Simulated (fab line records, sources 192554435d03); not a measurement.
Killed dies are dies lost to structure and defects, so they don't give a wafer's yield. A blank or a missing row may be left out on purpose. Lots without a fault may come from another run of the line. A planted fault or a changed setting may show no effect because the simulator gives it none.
fab line records | flow n5_finfet | part 2 of 2: steps 22 to 31 of 31
record lots=5 wafers=15 last_day=17
route steps=1938 shown MOL_CONTACT_COAG@620 BEOL_M0_SAQP@632
lots that met no fault: from a run of the same line without faults
start_h: hours from the record's first day to the start of the lot's first wafer shown | wait_h: hours since the lot's step before | " the same as in the row above | L1.1+2: a row that stands for several wafers | - no value, or no start given | * or withheld: withheld | < > ~ a bound
route shown NAME@n: a module of which the file shows steps, and the number in the route of the first | usual: mean/standard deviation of fault-free wafers | same: alike in all rows | chamber/n: place in a boat | sites: the reading at each site | _std_site: their standard deviation | _edge_site: outer sites' mean less inner sites' | radius_mm: how far each site lies from the wafer's centre | mask NAME#n: copy n | behind: the tool/chamber that last shaped the wafer | hold: why the lot was held/for how many hours/how that ended | device: the transistor (n, p or np) that didn't switch | end of line: the same wafers' tests at the end of the route | a step without rows: its recipe alone | killed: dies lost to structure and defects at the first sort, not the wafer's yield | map: a wafer's dies, x killed, . not, _ none there
set.NAME: the setting as run; set.NAME@STEP: as run at that earlier step | model.NAME: the simulator's own value behind a step, which no gauge read
lots at some steps of the route; a table a step, a row a wafer
services: from which hour (start_h, from the record's first day; less than 0 if before it) a tool's chamber was out of use, for how many hours, and why
## steps
# step N5_BEOL_M0_SAQP_COAT_82
# recipe resist=SiARC temp_c=220 time_s=60 spin_rpm=1500 resist_thk_nm=30
# usual chill_plate_temp_C=22.97/0.12 exhaust_pa=45.1/0.91
# columns lot.wafer tool chamber start_h wait_h chill_plate_temp_C exhaust_pa
L074.1 litho_track-01 0 - - 22.89 46.6
L074.2 " 0 " " 22.94 45.4
L074.5 " 0 " " 23.00 45.8
L077.2 litho_track-04 0 - - 22.84 44.3
L077.3 " 0 " " 23.08 42.3
L077.6 " 0 " " 22.99 43.6
L084.2 litho_track-01 0 - - 23.00 44.1
L084.3 " 0 " " 23.10 44.3
L084.4 " 0 " " 22.93 43.2
L095.1 litho_track-05 0 - - 22.79 46.1
L095.2 " 0 " " 23.05 46.4
L095.3 " 0 " " 23.01 46.8
L096.1 litho_track-01 0 - - 23.12 45.6
L096.3 " 0 " " 22.92 43.1
L096.5 " 0 " " 23.02 44.2
# step N5_BEOL_M0_SAQP_COAT_08
# recipe resist=CAR-ArF spin_rpm=1500 resist_thk_nm=90
# usual chill_plate_temp_C=23.00/0.11 exhaust_pa=45.0/0.91
# columns lot.wafer tool chamber start_h wait_h chill_plate_temp_C exhaust_pa
L074.1 litho_track-01 0 - - 23.12 45.1
L074.2 " 0 " " 22.85 46.3
L074.5 " 0 " " 22.88 45.0
L077.2 litho_track-04 0 - - 22.96 44.9
L077.3 " 0 " " 23.21 44.6
L077.6 " 0 " " 22.99 44.7
L084.2 litho_track-01 0 - - 23.02 46.0
L084.3 " 0 " " 22.97 45.6
L084.4 " 0 " " 22.92 45.8
L095.1 litho_track-05 0 - - 23.05 45.3
L095.2 " 0 " " 23.03 45.7
L095.3 " 0 " " 22.93 47.0
L096.1 litho_track-01 0 - - 23.04 46.0
L096.3 " 0 " " 23.03 45.5
L096.5 " 0 " " 22.99 45.1
# step N5_BEOL_M0_SAQP_EBR_10
# recipe solvent=PGMEA ebr_width_mm=1.5
# usual chill_plate_temp_C=23.00/0.11 exhaust_pa=44.9/0.83
# columns lot.wafer tool chamber start_h wait_h chill_plate_temp_C exhaust_pa
L074.1 litho_track-01 0 - - 22.94 45.4
L074.2 " 0 " " 23.03 42.9
L074.5 " 0 " " 22.91 45.3
L077.2 litho_track-04 0 - - 23.31 44.3
L077.3 " 0 " " 23.11 45.3
L077.6 " 0 " " 23.17 44.7
L084.2 litho_track-01 0 - - 23.14 44.6
L084.3 " 0 " " 23.04 45.3
L084.4 " 0 " " 23.04 46.5
L095.1 litho_track-05 0 - - 23.03 45.3
L095.2 " 0 " " 23.02 44.1
L095.3 " 0 " " 23.10 44.5
L096.1 litho_track-01 0 - - 23.17 45.4
L096.3 " 0 " " 22.96 45.3
L096.5 " 0 " " 23.12 44.6
# step N5_BEOL_M0_SAQP_SOFTBAKE_09
# recipe temp_c=110 time_s=60 resist=CAR-ArF
# usual chill_plate_temp_C=22.98/0.12 exhaust_pa=45.2/0.88
# columns lot.wafer tool chamber start_h wait_h chill_plate_temp_C exhaust_pa
L074.1 litho_track-01 0 - - 22.99 43.7
L074.2 " 0 " " 22.99 43.8
L074.5 " 0 " " 23.04 43.5
L077.2 litho_track-04 0 - - 23.11 44.6
L077.3 " 0 " " 22.80 45.6
L077.6 " 0 " " 22.90 45.8
L084.2 litho_track-01 0 - - 23.00 43.5
L084.3 " 0 " " 22.99 44.8
L084.4 " 0 " " 23.03 42.8
L095.1 litho_track-05 0 - - 22.92 45.6
L095.2 " 0 " " 22.77 45.7
L095.3 " 0 " " 22.90 45.7
L096.1 litho_track-01 0 - - 23.03 45.6
L096.3 " 0 " " 22.97 44.6
L096.5 " 0 " " 23.03 45.6
# step N5_BEOL_M0_SAQP_EXPOSE_11
# recipe mask_id=M0_CORE na=1.35 source_shape=dipole sigma_inner=0.538 sigma_outer=0.738 polarization=te target_cd_nm=42 dose_mj=55
# usual reticle_temp_C=23.00/0.12
# columns lot.wafer tool chamber start_h wait_h mask reticle_temp_C
L074.1 arfi_scanner-02 0 105.37 - M0_CORE#0 23.11
L074.2 " 0 " " M0_CORE#0 23.03
L074.5 " 0 " " M0_CORE#0 22.98
L077.2 arfi_scanner-02 0 125.40 - M0_CORE#0 22.94
L077.3 " 0 " " M0_CORE#0 22.86
L077.6 " 0 " " M0_CORE#0 22.84
L084.2 arfi_scanner-03 0 165.89 - M0_CORE#0 23.02
L084.3 " 0 " " M0_CORE#0 22.86
L084.4 " 0 " " M0_CORE#0 22.84
L095.1 arfi_scanner-03 0 237.16 - M0_CORE#0 23.06
L095.2 " 0 " " M0_CORE#0 22.90
L095.3 " 0 " " M0_CORE#0 22.93
L096.1 arfi_scanner-01 0 239.23 - M0_CORE#0 23.16
L096.3 " 0 " " M0_CORE#0 23.11
L096.5 " 0 " " M0_CORE#0 23.07
# step N5_BEOL_M0_SAQP_PEB_12
# recipe peb_temp_c=withheld peb_time_s=60 resist=CAR-ArF
# usual chill_plate_temp_C=22.98/0.11 exhaust_pa=45.1/0.93
# same peb_time_s=60
# columns lot.wafer tool chamber start_h wait_h chill_plate_temp_C exhaust_pa
L074.1 litho_track-01 0 105.43 0.1 22.91 45.7
L074.2 " 0 " " 22.93 45.5
L074.5 " 0 " " 23.03 45.8
L077.2 litho_track-05 0 125.46 0.0 23.22 44.4
L077.3 " 0 " " 23.16 45.2
L077.6 " 0 " " 23.24 45.5
L084.2 litho_track-01 0 165.94 0.0 22.85 45.0
L084.3 " 0 " " 23.04 45.0
L084.4 " 0 " " 22.90 44.5
L095.1 litho_track-01 0 237.22 0.1 23.09 45.0
L095.2 " 0 " " 22.86 44.2
L095.3 " 0 " " 23.05 44.6
L096.1 litho_track-01 0 239.29 0.1 22.81 46.6
L096.3 " 0 " " 22.91 47.6
L096.5 " 0 " " 22.91 46.6
# step N5_BEOL_M0_SAQP_DEVELOP_13
# recipe develop_time_s=30 developer=TMAH resist=CAR-ArF dev_temp_c=23 rinse_liquid=diw dry=air_spin
# usual chill_plate_temp_C=23.02/0.099 exhaust_pa=45.2/0.93
# columns lot.wafer tool chamber start_h wait_h chill_plate_temp_C exhaust_pa
L074.1 litho_track-01 0 - - 23.14 45.2
L074.2 " 0 " " 22.95 43.7
L074.5 " 0 " " 23.14 44.6
L077.2 litho_track-05 0 - - 23.09 47.3
L077.3 " 0 " " 23.03 45.4
L077.6 " 0 " " 23.03 46.0
L084.2 litho_track-01 0 - - 23.10 43.9
L084.3 " 0 " " 23.09 44.5
L084.4 " 0 " " 23.01 43.6
L095.1 litho_track-01 0 - - 23.26 45.0
L095.2 " 0 " " 23.18 46.0
L095.3 " 0 " " 23.14 46.2
L096.1 litho_track-01 0 - - 22.99 45.1
L096.3 " 0 " " 23.18 44.7
L096.5 " 0 " " 23.08 45.3
# step N5_BEOL_M0_SAQP_CD_MEAS_14
# recipe target_cd_nm=42.5 landing_energy_ev=500 detector=se_inlens
# usual cd_nm=42.5/0.32
# columns lot.wafer tool chamber start_h wait_h cd_nm
L074.1 cd_sem-03 0 105.50 - 42.8
L074.2 " 0 " " 43.1
L074.5 " 0 " " 42.5
L077.2 cd_sem-02 0 125.52 - 42.9
L077.3 " 0 " " 42.8
L077.6 " 0 " " 43.1
L084.2 cd_sem-03 0 166.01 - 42.9
L084.3 " 0 " " 42.9
L084.4 " 0 " " 42.6
L095.1 cd_sem-02 0 237.29 - 42.6
L095.2 " 0 " " 42.1
L095.3 " 0 " " 42.0
L096.1 cd_sem-02 0 239.35 - 43.0
L096.3 " 0 " " 42.1
L096.5 " 0 " " 42.2
# step N5_BEOL_M0_SAQP_OVL_MEAS_15
# recipe points_per_wafer=44
# usual M0_CORE_OVL=-0.2/0.83
# columns lot.wafer tool chamber start_h wait_h M0_CORE_OVL[nm]
L074.1 overlay-01 0 105.53 0.0 -0.5
L074.2 " 0 " " 1.0
L074.5 " 0 " " 0.4
L077.2 overlay-02 0 125.55 0.0 -1.5
L077.3 " 0 " " -0.3
L077.6 " 0 " " -0.3
L084.2 overlay-02 0 166.04 0.0 -1.5
L084.3 " 0 " " -1.8
L084.4 " 0 " " -0.2
L095.1 overlay-01 0 237.32 0.0 -0.3
L095.2 " 0 " " -1.1
L095.3 " 0 " " 0.1
L096.1 overlay-02 0 239.38 0.0 0.7
L096.3 " 0 " " 0.0
L096.5 " 0 " " -0.5
# step N5_BEOL_M0_SAQP_INSPECT_16
# recipe mode=adi inspect_instrument=brightfield
# usual raw_defect_count=553/160
# columns lot.wafer tool chamber start_h wait_h raw_defect_count
L074.1 defect_inspect-02 - 105.55 0.0 436
L074.2 " - " " 297
L074.5 " - " " 304
L077.2 defect_inspect-02 - 125.58 0.0 867
L077.3 " - " " 788
L077.6 " - " " 594
L084.2 defect_inspect-02 - 166.06 0.0 514
L084.3 " - " " 413
L084.4 " - " " 547
L095.1 defect_inspect-02 - 237.34 0.0 655
L095.2 " - " " 665
L095.3 " - " " 734
L096.1 defect_inspect-01 - 239.41 0.0 474
L096.3 " - " " 652
L096.5 " - " " 424
## services
# columns tool chamber start_h hours kind
arfi_scanner-03 - 86.77 0.8 pm
arfi_scanner-03 - 89.88 1.3 pm
pecvd-02 2 94.31 5.1 repair
arfi_scanner-02 - 95.11 0.8 pm
arfi_scanner-02 - 100.03 1.0 pm
cmp-01 - 104.18 4.5 pm
arfi_scanner-03 - 112.51 3.9 pm
pvd_sputter-01 - 120.55 3.7 repair
arfi_scanner-02 - 121.17 1.0 pm
arfi_scanner-02 - 127.05 1.2 repair
cmp-04 - 131.65 2.6 repair
wet_bench-02 - 131.98 11.2 repair
pecvd-02 - 134.52 2.8 pm
arfi_scanner-03 - 146.52 1.0 pm
cmp-04 - 157.70 1.3 repair
pvd_sputter-01 - 158.45 0.9 repair
arfi_scanner-03 - 162.29 0.5 repair
arfi_scanner-02 - 166.35 4.9 pm
cmp-04 - 169.03 0.3 repair
cmp-04 - 169.93 0.9 repair
pecvd-01 - 217.79 1.4 repair
wet_bench-04 - 219.92 1.1 repair
pecvd-01 - 233.05 1.7 repair
pecvd-02 - 233.13 6.0 pm
